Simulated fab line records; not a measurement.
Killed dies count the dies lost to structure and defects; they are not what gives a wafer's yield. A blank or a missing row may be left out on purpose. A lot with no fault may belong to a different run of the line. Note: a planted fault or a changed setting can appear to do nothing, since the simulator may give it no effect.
What tool caused it?	flow n5Finfet	30 wafers from 10 lots sampled at 4 of the route's 1938 steps

WHAT THE GAUGES SHOWED, per wafer
The record lacks any reading of a measuring or inspecting step that a usual standard deviation could be used to judge.

EACH LOT AND THE TOOL THAT RAN IT (in order: tool; ch and the chambers of the sampled wafers; start)
lot	N5_BEOL_M11_VIA_ETCH_34	N5_BEOL_M11_STRIP_36	N5_BEOL_M11_TRENCH_ETCH_37	N5_BEOL_M11_STRIP_77
L773	rieDiel-06 ch 2,3, day 10 16:26	rieDiel-06 ch 2,3, day 10 16:30	rieDiel-06 ch 2,3, no start	rieDiel-06 ch 2,3, no start
L775	rieDiel-03 ch 0,1,2, day 10 16:41	rieDiel-03 ch 0,1,2, day 10 16:45	rieDiel-03 ch 0,1,2, no start	rieDiel-03 ch 0,1,2, no start
L772	rieDiel-03 ch 0,1,2, day 10 18:37	rieDiel-03 ch 0,1,2, day 10 18:41	rieDiel-03 ch 0,1,2, no start	rieDiel-03 ch 0,1,2, no start
L778	rieDiel-03 ch 0,1, day 11 20:12	rieDiel-03 ch 0,1, day 11 20:16	rieDiel-03 ch 0,1, no start	rieDiel-03 ch 0,1, no start
L786	rieDiel-01 ch 0,3, day 13 12:34	rieDiel-01 ch 0,3, day 13 12:38	rieDiel-01 ch 0,3, no start	rieDiel-01 ch 0,3, no start
L787	rieDiel-01 ch 1,2,3, day 13 23:02	rieDiel-01 ch 1,2,3, day 13 23:06	rieDiel-01 ch 1,2,3, no start	rieDiel-01 ch 1,2,3, no start
L788	rieDiel-06 ch 0,2,3, day 14 11:00	rieDiel-06 ch 0,2,3, day 14 11:04	rieDiel-06 ch 0,2,3, no start	rieDiel-06 ch 0,2,3, no start
L791	rieDiel-06 ch 1,2, day 15 04:16	rieDiel-06 ch 1,2, day 15 04:19	rieDiel-06 ch 1,2, no start	rieDiel-06 ch 1,2, no start
L792	rieDiel-03 ch 1,2,3, day 15 12:16	rieDiel-03 ch 1,2,3, day 15 12:20	rieDiel-03 ch 1,2,3, no start	rieDiel-03 ch 1,2,3, no start
L795	rieDiel-01 ch 0,1, day 16 07:02	rieDiel-01 ch 0,1, day 16 07:05	rieDiel-01 ch 0,1, no start	rieDiel-01 ch 0,1, no start
- N5_BEOL_M11_VIA_ETCH_34: etches SiCOH lowk in C4F6/O2, target depth 184.5 nm, time 69.2 s.
- N5_BEOL_M11_STRIP_36: strips in N2/H2.
- N5_BEOL_M11_TRENCH_ETCH_37: etches SiCOH lowk in C4F6/O2, target depth 148.83 nm, time 48 s.
- N5_BEOL_M11_STRIP_77: strips in N2/H2, time 10 s.

AS READ BY THE TOOLS THEMSELVES (means over the sampled wafers that have a number; for cases with no such wafer, the mark the record gives instead)
N5_BEOL_M11_VIA_ETCH_34.
lot	tool	drypumpMotorCurrentA (A)	oesProductAu (a.u.)	rfFwdPowerW (W)	rfVppV (V)	showerheadPlenumPTorr (Torr)	throttleValvePct (%)
L773	rieDiel-06	6.3	0.82	340.8	664	2.83	20.7
L775	rieDiel-03	5.7	0.72	342.6	672	2.93	20.8
L772	rieDiel-03	5.7	0.72	342.9	672	2.93	20.8
L778	rieDiel-03	5.5	0.73	368.8	648	2.93	20.8
L786	rieDiel-01	6.4	0.75	341.6	667	2.88	20.8
L787	rieDiel-01	5.4	0.86	342.9	665	2.88	20.7
L788	rieDiel-06	5.9	0.78	342.0	660	2.85	20.9
L791	rieDiel-06	6.2	0.73	341.2	659	2.76	21.3
L792	rieDiel-03	5.9	0.74	341.6	669	2.90	21.0
L795	rieDiel-01	6.1	0.73	342.8	664	2.95	20.9

N5_BEOL_M11_STRIP_36.
lot	tool	drypumpMotorCurrentA (A)	oesProductAu (a.u.)	rfVppV (V)	showerheadPlenumPTorr (Torr)	throttleValvePct (%)
L773	rieDiel-06	6.3	0.82	58.3	2.53	23.3
L775	rieDiel-03	5.8	0.72	59.4	2.62	23.7
L772	rieDiel-03	5.8	0.72	57.4	2.62	23.6
L778	rieDiel-03	5.5	0.72	58.9	2.62	23.5
L786	rieDiel-01	6.4	0.75	58.2	2.56	23.5
L787	rieDiel-01	5.4	0.86	60.7	2.58	23.5
L788	rieDiel-06	5.9	0.78	58.1	2.54	23.5
L791	rieDiel-06	6.2	0.74	55.2	2.45	24.0
L792	rieDiel-03	5.9	0.74	60.1	2.60	23.7
L795	rieDiel-01	6.1	0.73	58.7	2.63	23.5

N5_BEOL_M11_TRENCH_ETCH_37.
lot	tool	drypumpMotorCurrentA (A)	oesProductAu (a.u.)	rfFwdPowerW (W)	rfVppV (V)	showerheadPlenumPTorr (Torr)	throttleValvePct (%)
L773	rieDiel-06	6.3	0.83	340.9	664	2.83	20.7
L775	rieDiel-03	5.7	0.72	341.7	672	2.93	20.8
L772	rieDiel-03	5.7	0.71	341.5	671	2.93	20.9
L778	rieDiel-03	5.5	0.71	341.0	672	2.93	20.8
L786	rieDiel-01	6.4	0.75	341.7	667	2.88	20.8
L787	rieDiel-01	5.4	0.86	341.3	665	2.88	20.8
L788	rieDiel-06	5.9	0.77	340.7	661	2.85	20.9
L791	rieDiel-06	6.2	0.74	339.9	658	2.76	21.3
L792	rieDiel-03	5.9	0.74	341.6	671	2.90	21.0
L795	rieDiel-01	6.1	0.74	342.4	664	2.95	20.9

N5_BEOL_M11_STRIP_77.
lot	tool	drypumpMotorCurrentA (A)	oesProductAu (a.u.)	rfVppV (V)	showerheadPlenumPTorr (Torr)	throttleValvePct (%)
L773	rieDiel-06	6.3	0.82	59.0	2.53	23.3
L775	rieDiel-03	5.7	0.72	59.2	2.62	23.6
L772	rieDiel-03	5.7	0.71	58.8	2.62	23.6
L778	rieDiel-03	5.5	0.71	59.5	2.62	23.5
L786	rieDiel-01	6.3	0.75	58.0	2.56	23.5
L787	rieDiel-01	5.4	0.85	59.3	2.58	23.4
L788	rieDiel-06	5.9	0.78	58.9	2.54	23.5
L791	rieDiel-06	6.2	0.74	59.0	2.45	24.0
L792	rieDiel-03	5.9	0.75	59.0	2.60	23.8
L795	rieDiel-01	6.1	0.73	59.1	2.63	23.5

THE ANSWER, worked out from the rows above alone
Rule: what is usual is taken from the lots themselves. Put in order of their means at a reading, lots are off if they are a third of the lots or fewer, leave a main group of 4 or more, and stand apart from it by a gap of 3 or more times the standard deviation of the main group's means; of several such gaps the widest counts. A main group whose means are all the same, to the digits that the tables above print for the reading, isn't used. Also off: a lot with no number at a reading for which 4 or more lots have one. Where the step has rows for the other lots, those lots are counted as sound. After the gauges, taken in route order, come the tools' own readings; for these a lot's mean is taken, as printed above. At the first step where some lot is off, the reading lying furthest off is the one used; lots without a number count as furthest.
Off, at N5_BEOL_M11_VIA_ETCH_34 on rfFwdPowerW: L778. The main group has a mean of 342.0 W with a standard deviation of 0.75.
A tool fits if, at that step or a process step before it, it ran every lot that is off, and no sound lot after the first of them. Not one of the candidates tried fits.

WHAT THE SIMULATOR PUT IN
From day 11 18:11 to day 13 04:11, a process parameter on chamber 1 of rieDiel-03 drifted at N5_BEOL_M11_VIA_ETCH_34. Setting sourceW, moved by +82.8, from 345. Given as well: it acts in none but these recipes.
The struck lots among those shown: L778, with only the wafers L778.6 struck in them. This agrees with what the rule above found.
